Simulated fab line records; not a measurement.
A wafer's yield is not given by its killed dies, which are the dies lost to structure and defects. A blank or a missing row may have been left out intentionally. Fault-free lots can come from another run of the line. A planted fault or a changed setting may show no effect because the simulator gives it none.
Commonality check across tools    flow nand-harc    Sample size 11 lots and 33 wafers

## WHAT PROMPTED THE OPENING
On 2 of the 11 lots, a flag is raised at NHARC_P_STI_INSPECT_25 on the reading raw-defect-count. Fault-free wafers read 231, with a standard deviation of 87.
Rule: a lot is flagged when every wafer of it that has a number lies more than 4 standard deviations from that mean, or none has a number. The rest of the lots are taken to be sound.

lot   measured     on                 raw-defect-count, wafer by wafer  flag
L832  day 3 10:45  defect-inspect-02  291 311 163                       
L833  day 3 21:45  defect-inspect-01  228 222 178                       
L836  day 4 13:16  defect-inspect-01  199 230 322                       
L841  day 6 07:47  defect-inspect-02  170 109 98                        
L843  day 6 07:47  defect-inspect-01  741 821 768                       FLAGGED
L845  day 6 22:04  defect-inspect-02  863 663 806                       FLAGGED
L846  day 7 05:32  defect-inspect-01  235 157 267                       
L849  day 7 19:12  defect-inspect-01  161 259 198                       
L851  day 8 13:14  defect-inspect-02  163 140 204                       
L854  day 9 00:46  defect-inspect-02  226 171 283                       
L855  day 9 08:27  defect-inspect-02  221 287 147                       
Average over the flagged lots: 777; offset from the usual +546, equal to +6 standard deviations.

## WHICH TOOL RAN EACH LOT
The record holds 3 process steps before the reading, out of a route of 1159 steps. In each cell: the tool, then ch and the chambers that the sampled wafers went through, then the start.
lot   flag     NHARC_P_ZERO_WELL_DESCUM_13        NHARC_P_ZERO_WELL_RTA_42         NHARC_P_STI_ETCH_37
L832           rie-diel-08 ch 1,3, day 1 13:23    rtp-anneal-01 ch 0, day 1 18:56  wet-bench-01 ch 2,4,5, day 3 04:29
L833           rie-diel-08 ch 0,1,3, day 1 19:17  rtp-anneal-01 ch 0, day 2 01:04  wet-bench-02 ch 3,5,6, day 3 13:39
L836           rie-diel-08 ch 1,2,3, day 2 13:25  rtp-anneal-01 ch 0, day 2 19:04  wet-bench-02 ch 2,3,6, day 4 08:13
L841           rie-diel-08 ch 0,1, day 3 19:26    rtp-anneal-02 ch 0, day 4 01:09  wet-bench-07 ch 0,6,7, day 5 18:13
L843  FLAGGED  rie-diel-07 ch 0,1,2, day 4 07:28  rtp-anneal-01 ch 0, day 4 12:50  wet-bench-02 ch 2,4,7, day 6 02:24
L845  FLAGGED  rie-diel-11 ch 1,2,3, day 4 19:21  rtp-anneal-01 ch 0, day 5 00:51  wet-bench-02 ch 2,3,5, day 6 13:56
L846           rie-diel-08 ch 1,3, day 5 01:25    rtp-anneal-02 ch 0, day 5 06:56  wet-bench-01 ch 1,2,7, day 6 21:34
L849           rie-diel-11 ch 0,1,3, day 5 19:17  rtp-anneal-02 ch 0, day 6 00:54  wet-bench-01 ch 3,6,7, day 7 11:05
L851           rie-diel-11 ch 0,1,3, day 6 07:16  rtp-anneal-01 ch 0, day 6 12:29  wet-bench-07 ch 0,1,6, day 8 02:38
L854           rie-diel-08 ch 2,3, day 7 01:24    rtp-anneal-01 ch 0, day 7 07:09  wet-bench-01 ch 3,5,6, day 8 16:47
L855           rie-diel-11 ch 0,1,3, day 7 07:28  rtp-anneal-01 ch 0, day 7 13:03  wet-bench-07 ch 0,4,7, day 9 00:21
What these steps do:
- NHARC_P_ZERO_WELL_DESCUM_13: chemistry O2, time 3 s.
- NHARC_P_ZERO_WELL_RTA_42: time 300 s.
- NHARC_P_STI_ETCH_37: etches SiO2 in dHF, target depth 11 nm.
- NHARC_P_STI_INSPECT_25

## FLAGGED OVER TOTAL, TOOL BY TOOL (the gauges that took the reading come last)
step                         tool               lots run  flagged  share of the flagged lots  sound lots run after its first flagged lot
NHARC_P_ZERO_WELL_DESCUM_13  rie-diel-07        1         1        some                       0
NHARC_P_ZERO_WELL_DESCUM_13  rie-diel-08        6         0        none                       -
NHARC_P_ZERO_WELL_DESCUM_13  rie-diel-11        4         1        some                       3 (L849,L851,L855)
NHARC_P_ZERO_WELL_RTA_42     rtp-anneal-01      8         2        all                        3 (L851,L854,L855)
NHARC_P_ZERO_WELL_RTA_42     rtp-anneal-02      3         0        none                       -
NHARC_P_STI_ETCH_37          wet-bench-01       4         0        none                       -
NHARC_P_STI_ETCH_37          wet-bench-02       4         2        all                        0
NHARC_P_STI_ETCH_37          wet-bench-07       3         0        none                       -
NHARC_P_STI_INSPECT_25       defect-inspect-01  5         1        some                       2 (L846,L849)
NHARC_P_STI_INSPECT_25       defect-inspect-02  6         1        some                       3 (L851,L854,L855)

## WHAT THE TABLE ALLOWS
Table rows that saw every flagged lot: 2, namely rtp-anneal-01 at NHARC_P_ZERO_WELL_RTA_42 and wet-bench-02 at NHARC_P_STI_ETCH_37.
- rtp-anneal-01 at NHARC_P_ZERO_WELL_RTA_42 ran 8 lots, 2 of them flagged. Sound lots ran on it after the first flagged one (L851, L854, L855), which a lasting fault on the whole tool wouldn't allow.
- wet-bench-02 at NHARC_P_STI_ETCH_37 ran 4 lots, 2 of them flagged. Last sound lot L836 at day 4 08:13, first flagged lot L843 at day 6 02:24; a fault beginning in between fits.
Just one tool remains: wet-bench-02 at NHARC_P_STI_ETCH_37.

## WHAT THE SIMULATOR HAD INSERTED
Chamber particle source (wet-bench-02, NHARC_P_STI_ETCH_37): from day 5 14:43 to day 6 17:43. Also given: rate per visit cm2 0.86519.
Shown lots that were struck: L843, L845. The rule given above showed the same thing.
